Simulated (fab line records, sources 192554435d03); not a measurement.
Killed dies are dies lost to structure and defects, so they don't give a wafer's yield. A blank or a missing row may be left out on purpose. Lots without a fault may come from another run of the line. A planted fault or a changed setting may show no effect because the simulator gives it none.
A struck lot beside a sound one | flow n5_finfet | 14 steps out of a route of 1938
Sound: wafers L544.2, L544.3, L544.4. Struck: wafers L551.4, L551.6. (L551.2 of the same lot was not struck and is left out.) The cause comes at the end.
At each step with rows: each side's tool, then ch and its chambers, then its first start. Under that, the readings that differ: sound wafers | struck wafers | difference of the means | sigmas: that difference in standard deviations of wafers without a fault.
alike: readings whose means differ by less than 2 such deviations, and words and numbers that are the same on both sides. not compared: withheld readings, readings that some wafer has no value for, bounds like >300 that may hide the same value, and numbers for which the record gives no deviation and whose values overlap.
The two part at a step that has a row with sigmas, a row that says differs or no value, or rows on one side only. Numbers that don't overlap but have no deviation are shown without sigmas and don't part them. A reading that every wafer of one side lacks parts them only if that side has two wafers or more.

N5_BEOL_M7_CURE_75: cures SiCOH lowk, time 120 s.
  sound on uv_cure-03 ch 2, day 10 02:17; struck on uv_cure-01 ch 2, day 13 12:41
  reading          | sound             | struck      | difference | sigmas
  wafer_temp_C_max | 373.6 372.7 372.8 | 371.5 371.3 | -1.6       | -3
  alike: lamp_power_pct
N5_BEOL_M7_DEGAS_44: time 60 s.
  sound on pvd_sputter-02, day 10 03:07; struck on pvd_sputter-03, day 13 13:11
  alike: heater_power_w
N5_BEOL_M7_PRE_CLEAN_45: time 30 s.
  sound on pvd_sputter-02, day 10 03:09; struck on pvd_sputter-03, day 13 13:13
  alike: heater_power_w
then, 1 step without rows for these wafers: N5_BEOL_M7_ALD_77 (deposits TaN, target thk 2 nm, pulse time 2 s, purge time 3 s).
N5_BEOL_M7_SURFACE_TREAT_79:
  sound on pvd_sputter-02, day 10 03:46; struck on pvd_sputter-03, day 13 13:36
  not compared: throttle_valve_pct
then, 3 steps without rows for these wafers: N5_BEOL_M7_CVD_78 (deposits Co from CCTBA/H2, target thk 2 nm, time 142.3 s); N5_BEOL_M7_SPUTTER_48 (material Cu, target thk 10 nm, time 1.667 s); N5_BEOL_M7_ECD_50 (material Cu, target thk 300 nm).
N5_BEOL_M7_ANNEAL_51: time 90 s.
  sound on rtp_anneal-02 ch 0, day 10 05:05; struck on rtp_anneal-02 ch 0, day 13 14:41
  alike: anneal_temp_c, wafer_temp_C_max
then, 1 step without rows for these wafers: N5_BEOL_M7_CMP_52 (polishes, stops on SiCOH lowk, t overpolish 6.9 s, target thk 80 nm).
N5_BEOL_M7_THK_MEAS_53: measures by xrf.
  sound on film_metro-02, day 10 05:40; struck on film_metro-02, day 13 15:15
  reading     | sound          | struck    | difference | sigmas
  M7_THK (nm) | 83.4 81.6 81.4 | 76.2 79.2 | -4.4       | -3
then, 1 step without rows for these wafers: N5_BEOL_M7_PRE_CLEAN_55 (time 15 s).
N5_BEOL_M7_DEP_56: deposits SiCN from 3MS/NH3, target thk 10 nm, time 17.5 s.
  sound on pecvd-01 ch 1,2, day 10 05:43; struck on pecvd-04 ch 1,2, day 13 15:19
  reading                                  | sound      | struck  | difference | sigmas
  model.SiCN_of_BEOL_M7_DEP_56.thk_nm (nm) | 10 10 10.2 | 6.6 6.6 | -3.5       |
  alike: showerhead_plenum_p_Torr, throttle_valve_pct
N5_BEOL_M7_RS_MEAS_57: measures by four-point-probe.
  sound on film_metro-01, day 10 05:47; struck on film_metro-02, day 13 15:23
  reading        | sound             | struck      | difference | sigmas
  M7_RS (ohm/sq) | 0.272 0.279 0.279 | 0.302 0.289 | +0.019     | +3

WHERE THEY PART
First at N5_BEOL_M7_CURE_75; last, within this record, at N5_BEOL_M7_RS_MEAS_57.

WHY: what the simulator had put in
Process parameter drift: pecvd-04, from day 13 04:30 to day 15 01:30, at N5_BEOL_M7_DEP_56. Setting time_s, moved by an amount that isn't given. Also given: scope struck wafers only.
